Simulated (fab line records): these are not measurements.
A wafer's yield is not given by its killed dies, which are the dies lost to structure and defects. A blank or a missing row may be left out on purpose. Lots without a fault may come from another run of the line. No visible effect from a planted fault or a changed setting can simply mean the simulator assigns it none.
fab line records	flow n5_finfet	part 1 of 2: steps 1 to 43 of 44
record: lots: 6	wafers: 15	last_day: 15
route steps=1938 shown SD_EPI_N@276 SD_EPI_P@295 MOL_CONTACT_COAG@537 PASSIVATION@1936
lots that met no fault: from a run of the same line without faults
start_h: start of the lot's first displayed wafer, in hours after the record's first day	wait_h: hours since the lot's step before	" identical to the entry in the row above	L1.1+2: a single row standing in for several wafers	- value missing, or start not given	* or withheld: withheld	< > ~ a bound
route shown NAME@n: a module of which the file shows steps, and the number in the route of the first	usual: the fault-free wafers' mean and standard deviation	same: alike in all rows	chamber/n: place in a boat	sites: readings site by site	_std_site: standard deviation across them	_edge_site: mean of outer sites minus mean of inner sites	radius_mm: how far each site lies from the wafer's centre	mask NAME#n: copy n	behind: tool/chamber where the wafer was last shaped	hold: reason for holding the lot/hours on hold/outcome of the hold	device: names the non-switching transistor (n, p or np)	end of line: the tests these same wafers got at the end of their route	a step given without rows: its recipe and nothing more	killed: count of dies lost to structure and defects at first sort (not the wafer's yield)	map: shows each die of a wafer: x if killed, . if not, _ if none is there
set.NAME: the setting as run; set.NAME@STEP: as run at that earlier step	model.NAME: the simulator's own value behind a step, which no gauge read
a table for each step, a row for each wafer; lots at some steps of the route
services: the hour from which a tool's chamber was out of use, counted from the record's first day as start_h (under 0 if before that day), plus the number of hours and why
== steps ==
step: N5_SD_EPI_N_STRIP_36
recipe: chemistry: N2/H2	temp_c: 40	n2_flow_sccm: 200	h2_flow_sccm: 200	rf_frequency_hz: 6e+07
step: N5_SD_EPI_N_ETCHBACK_44
recipe: chemistry: CH3F/O2	mode: anisotropic_etchback	target: SiNx	target_depth_a: 145	stop_on: SiO2	over_etch_frac: 0.3	ion_energy_ev: 120	pressure_mtorr: 30	source_w: 395	bias_w: 73	Ar_flow_sccm: 150	CH3F_flow_sccm: 30	O2_flow_sccm: 20
step: N5_SD_EPI_N_ETCH_45
recipe: chemistry: CH3F/O2	target: SiOCN	target_depth_a: 60	mask_material: SOC	ion_energy_ev: 60	bias_w: 29	pressure_mtorr: 15	source_w: 410	Ar_flow_sccm: 150	CH3F_flow_sccm: 30	O2_flow_sccm: 20
step: N5_SD_EPI_N_ETCH_16
recipe: chemistry: CHF3/O2	target: SiO2	target_depth_a: 50	mask_material: SOC	pressure_mtorr: 30	source_w: 650	bias_w: 170	Ar_flow_sccm: 200	CHF3_flow_sccm: 50	O2_flow_sccm: 5	ion_energy_ev: 200
step: N5_SD_EPI_N_STRIP_47
recipe: chemistry: CHF3/O2	resist: SiARC	rf_frequency_hz: 6e+07
step: N5_SD_EPI_N_SD_RECESS_17
recipe: chemistry: HBr/Cl2/O2	target_depth_a: 410	mask_material: SOC	time_s: 23.7	bt_time_s: 3	pressure_mtorr: 10	icp_w: 800	bias_w: 112	HBr_flow_sccm: 150	Cl2_flow_sccm: 80	O2_flow_sccm: 12
step: N5_SD_EPI_N_STRIP_38
recipe: chemistry: N2/H2	power_w: 1000	temp_c: 250	h2_frac: 0.65	overash_fraction: 0.3	pressure_mtorr: withheld	n2_flow_sccm: 1750	h2_flow_sccm: 3250
step: N5_SD_EPI_N_WET_ETCH_43
recipe: chemistry: dHF	dilution: withheld	time_s: 14	target: SiO2	target_depth_a: 15	temp_c: 25
step: N5_SD_EPI_N_STRIP_18
recipe: chemistry: SPM	time_s: 750	temp_c: 130	h2so4_h2o2_vol_ratio: 4
step: N5_SD_EPI_N_SRD_20
recipe: dry: ipa_marangoni	do_ppb: 5	time_s: 30	temp_c: 23	rinse_liquid: diw
step: N5_SD_EPI_N_PRECLEAN_48
recipe: chemistry: NF3:NH3	afs_cycles: 2	temp_c: 30	time_s: 20	sublimation_temp_c: 180	sublimation_time_s: 60	pressure_torr: 3	rf_power_w: 30
step: N5_SD_EPI_N_VAPOR_ETCH_50
recipe: chemistry: HCl	target: Si	temp_c: 775	time_s: 54	pressure_torr: 20	mode: isotropic
step: N5_SD_EPI_N_EPI_21
recipe: material: Si:P	dopant: P	temp_c: 680	pressure_torr: 255	time_s: 690
usual: chamber_pressure_Torr: 254.9/0.65	epi_growth_time_s: 690/0
lot.wafer	tool	chamber	start_h	wait_h	chamber_pressure_Torr	epi_growth_time_s	model.Si-P_of_SD_EPI_N_EPI_21.thk_nm
L104.1	epi_rpcvd-03	0	69.38	0.1	255.4	690	59.8
L104.2	"	0	"	"	255.1	690	59.4
L107.2	epi_rpcvd-02	0	86.01	0.4	254.8	690	58.6
L107.6	"	0	87.13	1.4	254.9	690	57.8
L108.3	epi_rpcvd-02	0	95.07	0.7	254.9	690	60.4
L108.5	"	0	"	"	255.3	690	60
L113.1	epi_rpcvd-01	0	122.34	0.1	255.7	690	57.8
L113.4	"	0	"	"	254.5	690	58.6
L113.5	"	0	"	"	254.2	690	58.8
L116.4	epi_rpcvd-01	0	140.69	0.9	254.6	505.35	46.6
L116.5	"	0	"	"	254.3	505.35	46
L116.6	"	0	"	"	253.9	505.35	46.4
L118.1	epi_rpcvd-01	0	151.73	0.1	253.7	505.35	46.6
L118.3	"	0	"	"	254.7	505.35	47
L118.4	"	0	"	"	253.9	505.35	47.2
step: N5_SD_EPI_N_EPI_MEAS_23
recipe: mode: xrd
usual: thk_nm: 59.0/1.2
lot.wafer	tool	chamber	start_h	wait_h	thk_nm
L104.1	film_metro-01	-	71.10	1.4	59.3
L104.2	"	-	"	"	58.6
L107.2	film_metro-01	-	87.44	1.2	59.8
L107.6	"	-	"	"	56.8
L108.3	film_metro-01	-	96.23	0.9	61.2
L108.5	"	-	"	"	60.2
L113.1	film_metro-02	-	124.06	1.4	59.1
L113.4	"	-	"	"	58.3
L113.5	"	-	"	"	57.5
L116.4	film_metro-01	-	141.59	0.6	47.9
L116.5	"	-	"	"	45.7
L116.6	"	-	"	"	47.2
L118.1	film_metro-01	-	153.44	1.4	46.5
L118.3	"	-	"	"	47.8
L118.4	"	-	"	"	45.5
step: N5_SD_EPI_N_PRECLEAN_24
recipe: chemistry: O3/DIW	time_s: 60	temp_c: 22	o3_ppm: 10
step: N5_SD_EPI_N_SRD_25
recipe: time_s: 30	temp_c: 23	rinse_liquid: diw	dry: ipa_marangoni
step: N5_SD_EPI_N_PRECLEAN_49
recipe: chemistry: NF3:NH3	afs_cycles: 1	temp_c: 30	time_s: 20	sublimation_temp_c: 180	sublimation_time_s: 60	pressure_torr: 3	rf_power_w: 30
step: N5_SD_EPI_N_LINER_46
recipe: material: SiNx	target_thk_a: 30	temp_c: 400	ald_precursor_family: SiH2I2	ald_co_reactant: N2/H2-plasma	pressure_torr: 2
usual: chamber_pressure_Torr: 2.001/0.0041	heater_power_w: 840/72
lot.wafer	tool	chamber	start_h	wait_h	chamber_pressure_Torr	heater_power_w
L104.1	ald_sin-02	3	71.52	0.3	1.998	841
L104.2	"	0	"	"	2.000	834
L107.2	ald_sin-03	2	87.87	0.3	2.006	863
L107.6	"	2	"	"	2.008	850
L108.3	ald_sin-02	2	96.78	0.4	2.005	846
L108.5	"	0	"	"	1.998	812
L113.1	ald_sin-03	1	124.36	0.2	2.002	1025
L113.4	"	2	"	"	2.003	844
L113.5	"	2	"	"	2.005	857
L116.4	ald_sin-02	2	141.89	0.1	2.007	858
L116.5	"	0	"	"	1.994	841
L116.6	"	1	"	"	2.004	798
L118.1	ald_sin-04	0	153.75	0.2	2.003	795
L118.3	"	1	"	"	1.999	809
L118.4	"	3	"	"	1.999	902
step: N5_SD_EPI_N_INSPECT_26
recipe: inspect_instrument: darkfield	mode: post_epi
usual: raw_defect_count: 195/41
lot.wafer	tool	chamber	start_h	wait_h	raw_defect_count
L104.1	defect_inspect-02	-	71.77	0.1	178
L104.2	"	-	"	"	148
L107.2	defect_inspect-02	-	88.12	0.1	151
L107.6	"	-	"	"	167
L108.3	defect_inspect-02	-	97.03	0.1	239
L108.5	"	-	"	"	260
L113.1	defect_inspect-01	-	124.61	0.1	166
L113.4	"	-	"	"	190
L113.5	"	-	"	"	189
L116.4	defect_inspect-02	-	142.14	0.1	188
L116.5	"	-	"	"	170
L116.6	"	-	"	"	148
L118.1	defect_inspect-02	-	154.00	0.1	169
L118.3	"	-	"	"	156
L118.4	"	-	"	"	180
step: N5_SD_EPI_P_COAT_34
recipe: resist: SOC	temp_c: 250	time_s: 60	spin_rpm: 1500	resist_thk_nm: 350
step: N5_SD_EPI_P_COAT_35
recipe: resist: SiARC	temp_c: 220	time_s: 60	spin_rpm: 1500	resist_thk_nm: 35
step: N5_SD_EPI_P_COAT_03
recipe: resist: CAR-ArF-block	spin_rpm: 1500	resist_thk_nm: 150
step: N5_SD_EPI_P_EBR_05
recipe: solvent: PGMEA	ebr_width_mm: 1.5
step: N5_SD_EPI_P_SOFTBAKE_04
recipe: temp_c: 110	time_s: 60	resist: CAR-ArF-block
step: N5_SD_EPI_P_EXPOSE_06
recipe: mask_id: SD_P_BLK	na: 1.35	source_shape: conventional	sigma_outer: 0.8	polarization: unpolarized	target_cd_nm: 240	dose_mj: 39.5
step: N5_SD_EPI_P_PEB_07
recipe: peb_temp_c: 110	peb_time_s: 60	resist: CAR-ArF-block
step: N5_SD_EPI_P_DEVELOP_08
recipe: develop_time_s: 30	developer: TMAH	resist: CAR-ArF-block	dev_temp_c: 23	rinse_liquid: diw	dry: air_spin
step: N5_SD_EPI_P_CD_MEAS_09
recipe: target_cd_nm: 240	landing_energy_ev: 500	detector: se_inlens
usual: cd_nm: 239.8/0.98
lot.wafer	tool	chamber	start_h	wait_h	cd_nm
L104.1	cd_sem-01	0	72.17	-	239.9
L104.2	"	0	"	"	239.4
L107.2	cd_sem-02	0	88.39	-	238.0
L107.6	"	0	"	"	239.2
L108.3	cd_sem-02	0	97.31	-	239.9
L108.5	"	0	"	"	240.5
L113.1	cd_sem-01	0	125.01	-	239.9
L113.4	"	0	"	"	239.3
L113.5	"	0	"	"	240.7
L116.4	cd_sem-01	0	142.54	-	240.3
L116.5	"	0	"	"	239.2
L116.6	"	0	"	"	239.9
L118.1	cd_sem-02	0	154.27	-	241.2
L118.3	"	0	"	"	240.6
L118.4	"	0	"	"	239.4
step: N5_SD_EPI_P_OVL_MEAS_10
recipe: points_per_wafer: 44
usual: SD_P_BLK_OVL: -0.3/0.7
lot.wafer	tool	chamber	start_h	wait_h	SD_P_BLK_OVL[nm]
L104.1	overlay-01	0	72.20	0.0	-0.9
L104.2	"	0	"	"	-0.8
L107.2	overlay-02	0	88.42	0.0	-0.1
L107.6	"	0	"	"	-0.6
L108.3	overlay-02	0	97.34	0.0	0.7
L108.5	"	0	"	"	0.5
L113.1	overlay-01	0	125.04	0.0	0.7
L113.4	"	0	"	"	0.2
L113.5	"	0	"	"	0.1
L116.4	overlay-02	0	142.57	0.0	-0.9
L116.5	"	0	"	"	-2.2
L116.6	"	0	"	"	-0.9
L118.1	overlay-02	0	154.30	0.0	-0.7
L118.3	"	0	"	"	-0.2
L118.4	"	0	"	"	-1.7
step: N5_SD_EPI_P_INSPECT_11
recipe: mode: adi	inspect_instrument: macro
usual: raw_defect_count: 2.0/1.5
lot.wafer	tool	chamber	start_h	wait_h	raw_defect_count
L104.1	defect_inspect-02	-	72.22	0.0	2
L104.2	"	-	"	"	4
L107.2	defect_inspect-01	-	88.45	0.0	7
L107.6	"	-	"	"	5
L108.3	defect_inspect-02	-	97.36	0.0	0
L108.5	"	-	"	"	1
L113.1	defect_inspect-01	-	125.07	0.0	2
L113.4	"	-	"	"	3
L113.5	"	-	"	"	2
L116.4	defect_inspect-01	-	142.59	0.0	1
L116.5	"	-	"	"	2
L116.6	"	-	"	"	3
L118.1	defect_inspect-02	-	154.33	0.0	0
L118.3	"	-	"	"	1
L118.4	"	-	"	"	2
step: N5_SD_EPI_P_DESCUM_14
recipe: chemistry: O2	time_s: 7.9	source_power_w: 50	bias_power_w: 20	pressure_mtorr: 20	rf_frequency_hz: 2.712e+07	temp_c: 40	resist: CAR-ArF-block	o2_flow_sccm: 225
step: N5_SD_EPI_P_ETCH_36
recipe: chemistry: CF4	target: SiARC	target_depth_a: 455	mask_material: CAR-ArF-block	time_s: 75.8	ion_energy_ev: 80	pressure_mtorr: 40	source_w: 545	bias_w: 36	Ar_flow_sccm: 100	cf4_flow_sccm: 100	ends: cleared
usual: drypump_motor_current_A: 5.6/0.52	etch_rf_on_time_s: 77.3/2.6	oes_product_au: 0.66/0.076	rf_vpp_V: 183.9/1.4	showerhead_plenum_p_Torr: 2.12/0.086	throttle_valve_pct: 15.69/0.23
lot.wafer	tool	chamber	start_h	wait_h	drypump_motor_current_A	etch_rf_on_time_s	oes_product_au	rf_hours_counter_h	rf_vpp_V	showerhead_plenum_p_Torr	throttle_valve_pct
L104.1	rie_diel-03	2	72.29	0.0	5.3	76.8	0.78	8	183.7	2.09	15.51
L104.2	"	0	"	"	5.9	76.9	0.60	180	185.1	2.23	15.61
L107.2	rie_diel-02	2	88.51	0.0	5.6	76.6	0.75	46	184.8	2.08	15.47
L107.6	"	2	"	"	5.6	76.8	0.75	-	183.0	2.08	15.46
L108.3	rie_diel-03	2	97.46	0.0	5.3	77.1	0.76	19	184.6	2.09	15.52
L108.5	"	3	"	"	6.4	78.4	0.60	-	183.6	2.04	15.69
L113.1	rie_diel-02	3	125.25	0.0	6.0	82.3	0.57	240	185.8	2.21	15.75
L113.4	"	2	"	"	5.7	75.0	0.75	57	183.2	2.08	15.49
L113.5	"	1	"	"	5.4	76.5	0.60	-	184.3	2.12	16.05
L116.4	rie_diel-02	3	142.67	0.0	6.0	83.9	0.56	245	186.2	2.21	15.77
L116.5	"	0	"	"	5.7	77.9	0.63	-	182.8	2.00	15.93
L116.6	"	3	"	"	6.0	84.0	0.56	-	183.1	2.21	15.79
L118.1	rie_diel-02	1	154.40	0.0	5.4	78.2	0.59	222	183.4	2.12	16.06
L118.3	"	0	"	"	5.7	77.9	0.64	133	183.3	2.00	15.92
L118.4	"	3	"	"	6.0	83.4	0.55	249	185.7	2.20	15.79
step: N5_SD_EPI_P_ETCH_37
recipe: chemistry: N2/H2	target: SOC	overetch_a: 1080	mask_material: SiARC	temp_c: 40	ion_energy_ev: 100	source_w: 3000	bias_w: 133	pressure_mtorr: 20	time_s: 486	n2_flow_sccm: 200	h2_flow_sccm: 200	ends: end_point
usual: drypump_motor_current_A: 5.6/0.52	oes_product_au: 0.70/0.073	rf_vpp_V: 240.3/1.6	showerhead_plenum_p_Torr: 2.51/0.1	throttle_valve_pct: 23.8/0.33
lot.wafer	tool	chamber	start_h	wait_h	drypump_motor_current_A	oes_product_au	rf_hours_counter_h	rf_vpp_V	showerhead_plenum_p_Torr	throttle_valve_pct
L104.1	rie_diel-03	2	72.35	0.0	5.3	0.83	8	239.7	2.49	23.6
L104.2	"	0	"	"	6.0	0.64	180	242.2	2.64	23.5
L107.2	rie_diel-02	2	88.57	0.0	5.7	0.79	46	239.2	2.46	23.8
L107.6	"	2	"	"	5.7	0.79	-	241.2	2.46	23.8
L108.3	rie_diel-03	2	97.52	0.0	5.3	0.81	19	240.2	2.48	23.6
L108.5	"	3	"	"	6.5	0.64	-	237.9	2.41	23.6
L113.1	rie_diel-02	3	125.31	0.0	6.0	0.62	240	243.9	2.62	23.9
L113.4	"	2	"	"	5.6	0.78	57	240.5	2.45	23.8
L113.5	"	1	"	"	5.5	0.64	-	239.0	2.50	24.1
L116.4	rie_diel-02	3	142.73	0.0	6.0	0.62	245	240.3	2.62	23.9
L116.5	"	0	"	"	5.7	0.68	-	238.5	2.36	24.4
L116.6	"	3	"	"	6.0	0.62	-	241.9	2.62	23.9
L118.1	rie_diel-02	1	154.45	0.0	5.4	0.62	222	240.4	2.49	24.1
L118.3	"	0	"	"	5.7	0.68	133	237.6	2.36	24.4
L118.4	"	3	"	"	6.0	0.62	249	241.3	2.62	23.9
step: N5_SD_EPI_P_STRIP_38
recipe: chemistry: N2/H2	temp_c: 40	n2_flow_sccm: 200	h2_flow_sccm: 200	rf_frequency_hz: 6e+07
step: N5_SD_EPI_P_ETCHBACK_46
recipe: chemistry: CH3F/O2	mode: anisotropic_etchback	target: SiNx	target_depth_a: 175	stop_on: SiO2	over_etch_frac: 0.3	ion_energy_ev: 120	pressure_mtorr: 30	source_w: 395	bias_w: 73	Ar_flow_sccm: 150	CH3F_flow_sccm: 30	O2_flow_sccm: 20
usual: drypump_motor_current_A: 5.6/0.52	oes_product_au: 0.67/0.07	rf_vpp_V: 292/6.1	showerhead_plenum_p_Torr: 1.98/0.088	throttle_valve_pct: 16.43/0.23
lot.wafer	tool	chamber	start_h	wait_h	drypump_motor_current_A	oes_product_au	rf_hours_counter_h	rf_vpp_V	showerhead_plenum_p_Torr	throttle_valve_pct
L104.1	rie_diel-03	2	72.67	0.0	5.3	0.80	9	298	1.96	16.32
L104.2	"	0	"	"	5.9	0.62	180	290	2.08	16.30
L107.2	rie_diel-02	2	88.89	0.0	5.6	0.76	46	288	1.95	16.24
L107.6	"	2	"	"	5.6	0.75	-	286	1.95	16.23
L108.3	rie_diel-03	2	97.85	0.0	5.3	0.77	19	296	1.96	16.35
L108.5	"	3	"	"	6.4	0.62	-	286	1.88	16.34
L113.1	rie_diel-02	3	125.63	0.0	6.0	0.60	240	302	2.08	16.61
L113.4	"	2	"	"	5.6	0.73	58	287	1.94	16.25
L113.5	"	1	"	"	5.5	0.61	-	284	1.99	16.83
L116.4	rie_diel-02	3	143.06	0.0	6.0	0.59	245	304	2.08	16.63
L116.5	"	0	"	"	5.7	0.65	-	298	1.85	16.61
L116.6	"	3	"	"	6.0	0.59	-	304	2.08	16.64
L118.1	rie_diel-02	1	154.78	0.0	5.4	0.60	223	284	1.98	16.84
L118.3	"	0	"	"	5.7	0.65	133	296	1.85	16.63
L118.4	"	3	"	"	6.0	0.59	249	301	2.08	16.64
step: N5_SD_EPI_P_ETCH_47
recipe: chemistry: CH3F/O2	target: SiOCN	target_depth_a: 250	mask_material: SOC	ion_energy_ev: 60	bias_w: 29	pressure_mtorr: 30	source_w: 410	Ar_flow_sccm: 150	CH3F_flow_sccm: 30	O2_flow_sccm: 20
usual: drypump_motor_current_A: 5.6/0.52	oes_product_au: 0.78/0.089	rf_vpp_V: 125.2/2.7	showerhead_plenum_p_Torr: 1.98/0.088	throttle_valve_pct: 16.41/0.22
lot.wafer	tool	chamber	start_h	wait_h	drypump_motor_current_A	oes_product_au	rf_hours_counter_h	rf_vpp_V	showerhead_plenum_p_Torr	throttle_valve_pct
L104.1	rie_diel-03	2	72.77	0.1	5.3	0.93	9	127.7	1.96	16.32
L104.2	"	0	"	"	5.9	0.71	180	123.6	2.08	16.30
L107.2	rie_diel-02	2	88.99	0.1	5.7	0.86	46	123.0	1.95	16.21
L107.6	"	2	"	"	5.7	0.88	-	122.0	1.95	16.21
L108.3	rie_diel-03	2	97.95	0.1	5.3	0.91	19	126.9	1.96	16.32
L108.5	"	3	"	"	6.5	0.69	-	122.7	1.88	16.31
L113.1	rie_diel-02	3	125.73	0.1	6.0	0.67	240	129.0	2.08	16.62
L113.4	"	2	"	"	5.6	0.86	58	123.3	1.94	16.23
L113.5	"	1	"	"	5.5	0.70	-	122.1	1.98	16.80
L116.4	rie_diel-02	3	143.16	0.1	6.0	0.67	245	130.7	2.08	16.62
L116.5	"	0	"	"	5.7	0.76	-	128.0	1.85	16.60
L116.6	"	3	"	"	6.0	0.67	-	129.4	2.08	16.60
L118.1	rie_diel-02	1	154.88	0.1	5.5	0.69	223	121.3	1.98	16.81
L118.3	"	0	"	"	5.7	0.74	133	127.1	1.85	16.59
L118.4	"	3	"	"	6.0	0.67	249	129.2	2.08	16.61
step: N5_SD_EPI_P_ETCH_16
recipe: chemistry: CHF3/O2	target: SiO2	target_depth_a: 50	mask_material: SOC	pressure_mtorr: 30	source_w: 650	bias_w: 170	Ar_flow_sccm: 200	CHF3_flow_sccm: 50	O2_flow_sccm: 5	ion_energy_ev: 200
step: N5_SD_EPI_P_STRIP_50
recipe: chemistry: CHF3/O2	resist: SiARC	rf_frequency_hz: 6e+07
step: N5_SD_EPI_P_SD_RECESS_17
recipe: chemistry: HBr/Cl2/O2	target_depth_a: 391	bt_time_s: 3	pressure_mtorr: 10	icp_w: 800	bias_w: 112	HBr_flow_sccm: 150	Cl2_flow_sccm: 80	O2_flow_sccm: 12
step: N5_SD_EPI_P_WET_ETCH_45
recipe: chemistry: dHF	dilution: withheld	time_s: 10.7	target: SiO2	target_depth_a: 20	temp_c: 25	dry: ipa_marangoni	rinse_time_s: 30	rinse_temp_c: 23
step: N5_SD_EPI_P_STRIP_40
recipe: chemistry: N2/H2	power_w: 1000	temp_c: 250	h2_frac: 0.65	overash_fraction: 0.3	pressure_mtorr: withheld	n2_flow_sccm: 1750	h2_flow_sccm: 3250
step: N5_SD_EPI_P_PRECLEAN_52
recipe: chemistry: O3/DIW	time_s: 60	temp_c: 22	o3_ppm: 10
step: N5_MOL_CONTACT_COAG_ETCH_15
recipe: chemistry: CH3F/O2	target: SiNx	target_depth_a: 70	mask_material: SOC	stop_on: Si:P	over_etch_frac: 0.75	ion_energy_ev: 120	pressure_mtorr: 30	source_w: 395	bias_w: 73	Ar_flow_sccm: 150	CH3F_flow_sccm: 30	O2_flow_sccm: 20
usual: drypump_motor_current_A: 5.7/0.4	oes_product_au: 0.60/0.056	rf_vpp_V: 296/10	showerhead_plenum_p_Torr: 2.00/0.058	throttle_valve_pct: 16.40/0.27
lot.wafer	tool	chamber	start_h	wait_h	drypump_motor_current_A	oes_product_au	rf_hours_counter_h	rf_vpp_V	showerhead_plenum_p_Torr	throttle_valve_pct	model.Si-P_of_SD_EPI_N_EPI_21.thk_nm
L104.1	rie_diel-04	0	106.53	0.0	5.9	0.60	99	285	1.92	16.15	58.8
L104.2	"	2	"	"	5.3	0.51	254	304	1.97	16.61	58.6
L107.2	rie_diel-01	1	122.91	0.0	5.8	0.52	205	302	1.98	16.92	57.8
L107.6	"	3	"	"	6.0	0.61	-	305	2.04	16.49	57
L108.3	rie_diel-01	3	131.49	0.0	6.0	0.60	80	305	2.04	16.50	59.6
L108.5	"	2	"	"	5.3	0.56	-	282	2.12	16.53	59.2
L113.1	rie_diel-04	2	158.60	0.0	5.4	0.69	12	302	1.97	16.07	57
L113.4	"	1	"	"	5.5	0.62	45	280	2.06	16.42	57.8
L113.5	"	1	"	"	5.5	0.63	-	280	2.06	16.43	58
L116.4	rie_diel-04	2	180.21	0.0	5.3	0.67	17	303	1.97	16.09	46
L116.5	"	0	"	"	5.9	0.57	-	288	1.91	16.20	45.4
L116.6	"	3	"	"	6.0	0.68	-	305	1.96	16.02	45.8
L118.1	rie_diel-01	0	187.80	0.0	6.3	0.58	143	306	2.02	16.43	46
L118.3	"	1	"	"	5.7	0.51	226	301	1.97	16.98	46.4
L118.4	"	3	"	"	6.0	0.59	101	305	2.03	16.54	46.6
== key ==
first_sign: step: N5_SD_EPI_N_EPI_21	reading: epi_growth_time_s	direction: down	sigmas: 99+	usual: *	struck: *
effect: step: N5_SD_EPI_N_EPI_MEAS_23	reading: thk_nm	direction: down	sigmas: 9.9	usual: *	struck: *
model_effect: step: N5_SD_EPI_N_EPI_21	value: Si-P_of_SD_EPI_N_EPI_21.thk_nm	without: 59.03	struck: 46.63
model_effect: step: N5_MOL_CONTACT_COAG_ETCH_15	value: Si-P_of_SD_EPI_N_EPI_21.thk_nm	without: 58.2	struck: 46.05
met_at N5_SD_EPI_N_EPI_21
struck_wafers L116.4,L116.5,L116.6,L118.1,L118.3,L118.4
tester_left_out L116,L118
baseline_loss: step: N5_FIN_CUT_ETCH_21	wafers: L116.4
baseline_loss: step: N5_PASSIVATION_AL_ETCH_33	wafers: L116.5
baseline_loss: step: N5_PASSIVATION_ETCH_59	wafers: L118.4
onset_between 122.34 140.69
fault: kind: process_parameter_drift	tool: epi_rpcvd-01	chamber: -	onset_h: 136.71	steps: N5_SD_EPI_N_EPI_21	channel: epi_growth_time_s	offset: *	shape: step	end_h: 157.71	stated: *
tester_left_out: of these lots the tester's yield and bins aren't shown, on N5 and GAA mostly nor the transistor test; their killed dies are dies lost to structure and defects alone, not to doping, threshold or leakage, so they don't give the yield
baseline_loss: these wafers lose ten dies or more at that step, a loss of the line's own and not of a fault; the sort's usual values leave them out
